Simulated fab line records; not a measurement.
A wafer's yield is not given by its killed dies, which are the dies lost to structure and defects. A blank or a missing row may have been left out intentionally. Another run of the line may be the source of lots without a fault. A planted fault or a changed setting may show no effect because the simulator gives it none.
A struck lot beside a sound one || flow n5 finfet || 39 steps out of a route of 1938
Sound: these wafers, L491.3, L491.5, L491.6. Struck: wafers L493.3, L493.5. (L493.2 of the same lot was not struck and is left out.) The cause comes at the end.
Each step with rows lists, per side, the tool, then ch with its chambers, then its first start. Under that, the readings that differ: sound wafers || struck wafers || difference of the means || sigmas: that difference in standard deviations of wafers without a fault.
alike: same words and numbers on both sides, and readings whose means sit less than 2 such deviations apart. not compared: any withheld reading, any reading some wafer has no value for, any bound like >300 that may hide the same value, and any number with overlapping values for which the record gives no deviation.
The two part at a step that has a row with sigmas, a row that says differs or no value, or rows on one side only. Non-overlapping numbers with no deviation appear without sigmas and do not part them. A reading missing from all wafers of one side parts the sides only when that side holds two or more wafers.

first, 9 steps without rows for these wafers: N5_FIN_CUT_COAT_02 (resist thk 30 nm); N5_FIN_CUT_EBR_04; N5_FIN_CUT_SOFTBAKE_03 (time 60 s); N5_FIN_CUT_EXPOSE_05 (exposes mask FIN CUT); N5_FIN_CUT_PEB_06 (peb time 60 s); N5_FIN_CUT_DEVELOP_07 (develop time 30 s); N5_FIN_CUT_DESCUM_13 (chemistry O2, time 7 s); N5_FIN_CUT_ETCH_30 (etches underlayer in N2/H2, target depth 13 nm, time 10.4 s); N5_FIN_CUT_ETCH_20 (etches SiARC in CF4, target depth 26 nm, time 43.3 s).
N5_FIN_CUT_ETCH_21: etches SOC in N2/H2, target depth 219 nm, overetch 43.8 nm, time 523.5 s.
  sound on rie diel-02 ch 0,3, day 2 21:10; struck on rie diel-02 ch 0, day 3 08:56
{"reading": "model.etch.depth nm (nm)", "sound": "229.1 229.2 230.1", "struck": "220.7 222.5", "difference": -7.9, "sigmas": ""}
{"reading": "model.SiARC_of_FIN_CUT_COAT_19.thk nm (nm)", "sound": "12 12 12", "struck": "13.2 13.2", "difference": "+1.2", "sigmas": ""}
{"reading": "model.FIN_CUT.cd offset nm (nm)", "sound": "-0.6 0.4 -0.4", "struck": "-1.2 -0.8", "difference": -0.8, "sigmas": ""}
  alike: bias w, drypump motor current A, oes product au, rf vpp V, showerhead plenum p Torr, throttle valve pct
  not compared: rf hours counter h
then, 4 steps without rows for these wafers: N5_FIN_CUT_STRIP_23 (strips in N2/H2); N5_FIN_CUT_STRIP_31 (strips in N2/H2); N5_FIN_CUT_STRIP_24 (strips in CF4); N5_FIN_CUT_CUT_ETCH_26 (etches SiNx in CH3F/O2, target depth 39 nm, time 55.7 s).
N5_FIN_CUT_CUT_ETCH_27: etches SiO2 in CHF3/O2, target depth 4 nm, overetch 2 nm, time 4.9 s.
  sound on rie diel-02 ch 0,3, day 2 21:34; struck on rie diel-02 ch 0, day 3 09:20
{"reading": "model.FIN_CUT.cd offset nm (nm)", "sound": "-0.6 0.6 -0.2", "struck": "-0.8 -0.8", "difference": -0.7, "sigmas": ""}
  alike: bias w, drypump motor current A, oes_ar_750_au, oes product au, rf vpp V, showerhead plenum p Torr, throttle valve pct
  not compared: rf hours counter h
then, 22 steps without rows for these wafers: N5_FIN_CUT_PRECLEAN_35 (cleans in vHF, time 13.3 s); N5_FIN_CUT_CUT_ETCH_15 (etches Si in HBr/Cl2/O2, target depth 100 nm, bt time 10 s, time 42.4 s); N5_FIN_CUT_CUT_ETCH_28 (etches Si in HBr/Cl2/O2, target depth 6 nm, time 2.4 s); N5_FIN_CUT_STRIP_22 (strips in N2/H2); N5_FIN_CUT_PRECLEAN_36 (cleans in O3/DIW, time 60 s); N5_FIN_CUT_SRD_32 (time 30 s); N5_FIN_CUT_UV_OZONE_34 (time 120 s); N5_STI_FIN_REVEAL_ALD_00 (deposits SiO2, target thk 1 nm, pulse time 1 s); N5_STI_FIN_REVEAL_ALD_14 (deposits Si3N4, target thk 3 nm); N5_STI_FIN_REVEAL_FCVD_FILL_01 (material SiO2 flowable, target thk 312 nm, time 512.2 s); N5_STI_FIN_REVEAL_DENSIFY_02 (time 1800 s); N5_STI_FIN_REVEAL_CMP_04 (polishes, stops on Si3N4, t overpolish 4 s, target thk 131.83 nm); N5_STI_FIN_REVEAL_DENSIFY_30; N5_STI_FIN_REVEAL_ETCHBACK_08 (etches SiO2 in C4F6/O2, target depth 30.5 nm, time 10.167 s); N5_STI_FIN_REVEAL_STRIP_24 (strips in N2/H2, time 90 s); N5_STI_FIN_REVEAL_PRECLEAN_25 (cleans in SPM, time 90 s); N5_STI_FIN_REVEAL_PRECLEAN_26 (cleans in SC1, time 45 s); N5_STI_FIN_REVEAL_PRECLEAN_29 (cleans in DHF, time 30 s); N5_STI_FIN_REVEAL_SRD_12 (time 30 s); N5_STI_FIN_REVEAL_RECESS_09 (chemistry HF/NH3, target SiO2, afs cycles 11, target depth 42.5 nm, sublimation time 60 s); N5_STI_FIN_REVEAL_STRIP_16 (strips SiNx in H3PO4, target depth 23.8 nm); N5_STI_FIN_REVEAL_PRECLEAN_17 (cleans in NF3:NH3, afs cycles 1, time 20 s, sublimation time 60 s).
N5_BEOL_M4_RC_MEAS_101:
  the record has rows for the sound wafers here (prober-02 ch 0, day 8 15:25) and none for the struck ones
-- a jump in the record: the struck wafers' starts before and after are 10 days apart (it breaks off in module BEOL_M4 and resumes in module PASSIVATION, where the first step shown is number 1936 of the route) --
N5_PASSIVATION_PROBE_49:
  sound on prober-01 at day 13 04:18; struck on prober-01 at day 13 11:03
{"reading": "defect limited yield (%)", "sound": "91.8 91.4 91.8", "struck": "24.8 30.5", "difference": -64.0, "sigmas": -49}
{"reading": "killed at front end", "sound": "39 55 33", "struck": "824 758", "difference": "+749", "sigmas": "+68"}
{"reading": "killed dies", "sound": "97 102 97", "struck": "887 820", "difference": "+755", "sigmas": "+50"}
{"reading": "killed on rim", "sound": "19 18 10", "struck": "134 125", "difference": "+114", "sigmas": "+29"}
{"reading": "sort_bin_5_function (%)", "sound": "4.6 5.5 4.9", "struck": "71.2 66.4", "difference": "+63.8", "sigmas": "+73"}
{"reading": "sort n pass", "sound": "1083 1078 1083", "struck": "293 360", "difference": -755, "sigmas": -50}
{"reading": "sort yield pct (%)", "sound": "91.8 91.4 91.8", "struck": "24.8 30.5", "difference": -64.0, "sigmas": -49}
  alike: killed_at_M0_to_M3, killed_at_M4_up, killed at contacts, killed at other, killed open, killed short, sort_bin_6_memory

WHERE THEY PART
At N5_BEOL_M4_RC_MEAS_101 first; at N5_PASSIVATION_PROBE_49 last (within this record only).

WHY: the cause the simulator had injected
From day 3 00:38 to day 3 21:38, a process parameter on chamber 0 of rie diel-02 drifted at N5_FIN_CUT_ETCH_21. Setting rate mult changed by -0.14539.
